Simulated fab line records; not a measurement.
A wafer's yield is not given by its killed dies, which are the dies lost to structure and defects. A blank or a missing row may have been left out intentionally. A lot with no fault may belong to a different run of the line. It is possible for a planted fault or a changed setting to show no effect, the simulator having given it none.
What tool caused it? + flow n5Finfet + 8 lots, 24 wafers sampled, at 9 steps of a route of 1938

WHAT EACH GAUGE READ, for each wafer
N5_DUMMY_GATE_OVL_MEAS_16.
| lot  | measured    | on         | GATE_OVL (nm)  |
|------|-------------|------------|----------------|
| L315 | day 2 23:22 | overlay-01 | -0.4 -0.7 -0.2 |
| L321 | day 4 13:15 | overlay-02 | 0.0 0.4 -0.1   |
| L324 | day 5 06:05 | overlay-01 | 0.2 -1.1 0.0   |
| L325 | day 5 13:53 | overlay-01 | 0.0 0.0 -0.1   |
| L327 | day 6 01:02 | overlay-01 | 0.8 0.2 0.7    |
| L328 | day 6 11:23 | overlay-01 | -0.3 0.3 0.1   |
| L331 | day 7 02:02 | overlay-02 | -0.7 -0.6 1.1  |
| L332 | day 7 07:39 | overlay-01 | 0.2 -0.4 -0.1  |

N5_DUMMY_GATE_INSPECT_27: inspects for defects (brightfield).
| lot  | measured    | on               | rawDefectCount |
|------|-------------|------------------|----------------|
| L315 | day 3 00:49 | defectInspect-02 | 342 222 344    |
| L321 | day 4 14:29 | defectInspect-01 | 314 318 242    |
| L324 | day 5 07:23 | defectInspect-01 | 296 321 284    |
| L325 | day 5 15:34 | defectInspect-02 | 641 393 432    |
| L327 | day 6 03:26 | defectInspect-02 | 245 278 280    |
| L328 | day 6 13:43 | defectInspect-02 | 295 267 370    |
| L331 | day 7 03:28 | defectInspect-02 | 751 780 997    |
| L332 | day 7 09:04 | defectInspect-02 | 911 899 934    |

N5_SPACER0_INSPECT_04: inspects for defects (darkfield).
| lot  | measured    | on               | rawDefectCount |
|------|-------------|------------------|----------------|
| L315 | day 3 01:40 | defectInspect-02 | 164 112 157    |
| L321 | day 4 15:52 | defectInspect-02 | 147 136 176    |
| L324 | day 5 07:59 | defectInspect-02 | 111 135 114    |
| L325 | day 5 17:13 | defectInspect-02 | 262 158 175    |
| L327 | day 6 04:10 | defectInspect-02 | 112 121 111    |
| L328 | day 6 14:19 | defectInspect-02 | 145 127 175    |
| L331 | day 7 04:04 | defectInspect-02 | 681 638 743    |
| L332 | day 7 09:40 | defectInspect-01 | 698 708 749    |

N5_SD_EPI_N_INSPECT_11: inspects for defects (macro).
| lot  | measured    | on               | rawDefectCount |
|------|-------------|------------------|----------------|
| L315 | day 3 02:00 | defectInspect-01 | 3 4 1          |
| L321 | day 4 16:19 | defectInspect-02 | 7 3 2          |
| L324 | day 5 08:26 | defectInspect-01 | 3 0 1          |
| L325 | day 5 17:40 | defectInspect-02 | 4 3 0          |
| L327 | day 6 04:37 | defectInspect-02 | 3 3 2          |
| L328 | day 6 14:40 | defectInspect-02 | 1 3 3          |
| L331 | day 7 04:31 | defectInspect-02 | >300 >300 >300 |
| L332 | day 7 10:07 | defectInspect-01 | >300 >300 >300 |

N5_SD_EPI_N_INSPECT_26: inspects for defects (darkfield).
| lot  | measured    | on               | rawDefectCount |
|------|-------------|------------------|----------------|
| L315 | day 3 06:01 | defectInspect-01 | 178 144 195    |
| L321 | day 4 21:34 | defectInspect-01 | 186 193 243    |
| L324 | day 5 13:37 | defectInspect-02 | 190 220 189    |
| L325 | day 5 22:24 | defectInspect-01 | 284 212 201    |
| L327 | day 6 09:15 | defectInspect-01 | 208 178 191    |
| L328 | day 6 18:41 | defectInspect-02 | 221 193 244    |
| L331 | day 7 10:05 | defectInspect-01 | 744 664 770    |
| L332 | day 7 14:50 | defectInspect-01 | 776 834 813    |

N5_BEOL_M4_RC_MEAS_101.
| lot  | measured     | on        | DIBL_N (mV/V)  | DIBL_P (mV/V)  | IOFF_N (nA/um) | IOFF_P (nA/um) | ION_N (uA/um) | ION_P (uA/um) | SS_N (mV/dec)  | SS_P (mV/dec)  | VT_N (mV)   | VT_P (mV)      |
|------|--------------|-----------|----------------|----------------|----------------|----------------|---------------|---------------|----------------|----------------|-------------|----------------|
| L315 | day 8 04:59  | prober-02 | 36.6 37.2 34.5 | 37.3 38.7 35.6 | 0.13 0.17 0.12 | 0.17 0.19 0.15 | 652 679 660   | 446 456 444   | 71.1 72.3 70.7 | 72.5 74.0 72.3 | 254 247 255 | -257 -251 -256 |
| L321 | day 10 01:50 | prober-02 | 36.2 35.3 37.4 | 36.8 34.3 39.0 | 0.15 0.12 0.18 | 0.20 0.17 0.23 | 654 665 671   | 455 461 458   | 72.1 71.8 71.7 | 73.0 72.3 74.2 | 252 255 248 | -251 -253 -250 |
| L324 | day 10 08:41 | prober-02 | 37.7 37.3 37.0 | 37.1 38.2 38.0 | 0.17 0.16 0.16 | 0.24 0.26 0.24 | 675 678 682   | 471 471 466   | 71.8 71.5 71.5 | 73.0 74.0 72.8 | 247 248 249 | -246 -245 -246 |
| L325 | day 10 18:22 | prober-02 | 36.8 36.4 34.8 | 37.0 36.5 35.0 | 0.18 0.18 0.15 | 0.23 0.22 0.21 | 673 676 676   | 461 470 465   | 71.7 71.3 71.6 | 73.3 73.8 73.7 | 248 249 248 | -250 -251 -248 |
| L327 | day 11 06:59 | prober-02 | 33.7 35.4 36.2 | 33.0 35.0 35.8 | 0.12 0.15 0.18 | 0.19 0.23 0.23 | 657 681 686   | 461 468 474   | 70.5 71.2 71.4 | 72.0 72.8 73.0 | 252 250 247 | -246 -245 -244 |
| L328 | day 11 13:42 | prober-02 | 37.5 39.5 37.5 | 39.2 41.9 39.3 | 0.22 0.26 0.20 | 0.26 0.31 0.25 | 680 693 690   | 463 475 472   | 71.8 73.1 71.6 | 74.1 74.5 74.0 | 243 243 245 | -250 -246 -250 |
| L331 | day 12 12:28 | prober-02 | 34.2 33.3 36.3 | 33.8 32.6 36.6 | 0.13 0.13 0.17 | 0.18 0.17 0.23 | 647 657 665   | 455 459 457   | 70.6 70.6 72.2 | 72.7 72.4 73.4 | 253 251 248 | -253 -251 -250 |
| L332 | day 12 09:08 | prober-02 | 34.6 35.1 36.8 | 34.6 35.6 38.2 | 0.12 0.13 0.15 | 0.18 0.19 0.23 | 661 667 679   | 458 461 470   | 71.6 71.1 72.1 | 72.5 72.6 73.9 | 254 254 251 | -253 -250 -250 |

TOOL THAT RAN EACH LOT (tool first, then ch and the chambers of the sampled wafers, then the start)
| lot  | N5_DUMMY_GATE_CMP_04         | N5_DUMMY_GATE_ETCH_23          | N5_DUMMY_GATE_PRECLEAN_25         |
|------|------------------------------|--------------------------------|-----------------------------------|
| L315 | cmp-02 ch 0,3, day 2 18:45   | rieSi-05 ch 0,2,3, day 3 00:22 | wetBench-04 ch 1,3,4, day 3 00:43 |
| L321 | cmp-04 ch 0,2,3, day 4 06:47 | rieSi-04 ch 0,1,2, day 4 14:02 | wetBench-04 ch 0,2,3, day 4 14:24 |
| L324 | cmp-03 ch 0,2,3, day 5 01:27 | rieSi-05 ch 0,3, day 5 06:55   | wetBench-06 ch 1,3,4, day 5 07:17 |
| L325 | cmp-03 ch 0,1, day 5 07:20   | rieSi-04 ch 0,1,2, day 5 14:53 | wetBench-06 ch 0,3,4, day 5 15:23 |
| L327 | cmp-03 ch 0,1,2, day 5 20:32 | rieSi-04 ch 2,3, day 6 02:58   | wetBench-06 ch 1,2,7, day 6 03:20 |
| L328 | cmp-04 ch 0,1, day 6 06:51   | rieSi-05 ch 0,1,2, day 6 12:31 | wetBench-04 ch 1,6,7, day 6 13:37 |
| L331 | cmp-02 ch 0,1,2, day 6 21:28 | rieSi-04 ch 0,1,3, day 7 03:01 | wetBench-06 ch 3,5,6, day 7 03:22 |
| L332 | cmp-03 ch 1,2,3, day 7 03:04 | rieSi-04 ch 0,1,3, day 7 08:37 | wetBench-06 ch 3,4,6, day 7 08:58 |
- N5_DUMMY_GATE_CMP_04: polishes a-Si.
- N5_DUMMY_GATE_ETCH_23: etches poly-Si in HBr/Cl2/O2, target depth 41 nm, time 22.3 s.
- N5_DUMMY_GATE_PRECLEAN_25: cleans in O3/DIW, time 45 s.

WHAT THE TOOLS THEMSELVES READ (means of the sampled wafers that have a number; where no wafer has one, the mark that the record gives instead)
N5_DUMMY_GATE_CMP_04.
| lot  | tool   | motorCurrentA (A) | timeToEndpointS (s) |
|------|--------|-------------------|---------------------|
| L315 | cmp-02 | 9.3               | 15.0                |
| L321 | cmp-04 | 10.2              | 16.0                |
| L324 | cmp-03 | 9.7               | 11.0                |
| L325 | cmp-03 | 9.4               | 11.9                |
| L327 | cmp-03 | 9.8               | 13.5                |
| L328 | cmp-04 | 9.8               | 13.4                |
| L331 | cmp-02 | 10.0              | 11.3                |
| L332 | cmp-03 | 10.4              | 14.0                |

N5_DUMMY_GATE_ETCH_23.
| lot  | tool     | drypumpMotorCurrentA (A) | heBacksideLeakSccm (sccm) | oesProductAu (a.u.) | rfFwdPowerW (W) | throttleValvePct (%) |
|------|----------|--------------------------|---------------------------|---------------------|-----------------|----------------------|
| L315 | rieSi-05 | 5.7                      | 2.9                       | 1.008               | 794.4           | 37.37                |
| L321 | rieSi-04 | 5.7                      | 2.7                       | 1.012               | 796.2           | 37.59                |
| L324 | rieSi-05 | 5.4                      | 3.1                       | 1.000               | 792.9           | 37.56                |
| L325 | rieSi-04 | 5.7                      | 2.8                       | 1.000               | 795.8           | 37.59                |
| L327 | rieSi-04 | 5.6                      | 2.3                       | 1.004               | 793.1           | 37.52                |
| L328 | rieSi-05 | 6.0                      | 3.5                       | 1.004               | 796.3           | 37.19                |
| L331 | rieSi-04 | 5.6                      | 2.6                       | 1.020               | 795.2           | 37.42                |
| L332 | rieSi-04 | 5.6                      | 2.6                       | 1.017               | 795.1           | 37.44                |

N5_DUMMY_GATE_PRECLEAN_25.
| lot  | tool        | bathHeatDutyPct (%) |
|------|-------------|---------------------|
| L315 | wetBench-04 | 2.6                 |
| L321 | wetBench-04 | 2.1                 |
| L324 | wetBench-06 | 2.3                 |
| L325 | wetBench-06 | 2.3                 |
| L327 | wetBench-06 | 2.0                 |
| L328 | wetBench-04 | 2.3                 |
| L331 | wetBench-06 | 2.5                 |
| L332 | wetBench-06 | 2.3                 |

THE ANSWER, worked out from the rows above alone
Rule: what is usual is taken from the lots themselves. Put in order of their means at a reading, lots are off if they are a third of the lots or fewer, leave a main group of 4 or more, and stand apart from it by a gap of 3 or more times the standard deviation of the main group's means; of several such gaps the widest counts. If all means in a main group match to the digits the tables above print for the reading, that group is not used. A lot without any number at a reading at which 4 lots or more have one is off too. Where the step has rows for the other lots, those lots are counted as sound. The gauges are gone through in route order, then the tools' own readings, and for those a lot's mean is taken as printed above. At the first step where some lot is off, the reading lying furthest off is the one used; lots without a number count as furthest.
Off: L331, L332 (N5_DUMMY_GATE_INSPECT_27, rawDefectCount). For the main group the mean is 327 and the standard deviation 74.
If a tool, at a process step before that reading, ran all the lots that are off and no sound lot after the first of them, it fits. The gauges at N5_DUMMY_GATE_INSPECT_27 aren't tried: what is off there is off at N5_SD_EPI_N_INSPECT_26 too, on other tools, and a gauge's error can't cause that. 2 tools fit, rieSi-04 at N5_DUMMY_GATE_ETCH_23 and wetBench-06 at N5_DUMMY_GATE_PRECLEAN_25, so this cannot tell which one it is.

WHAT HAD BEEN PUT IN BY THE SIMULATOR
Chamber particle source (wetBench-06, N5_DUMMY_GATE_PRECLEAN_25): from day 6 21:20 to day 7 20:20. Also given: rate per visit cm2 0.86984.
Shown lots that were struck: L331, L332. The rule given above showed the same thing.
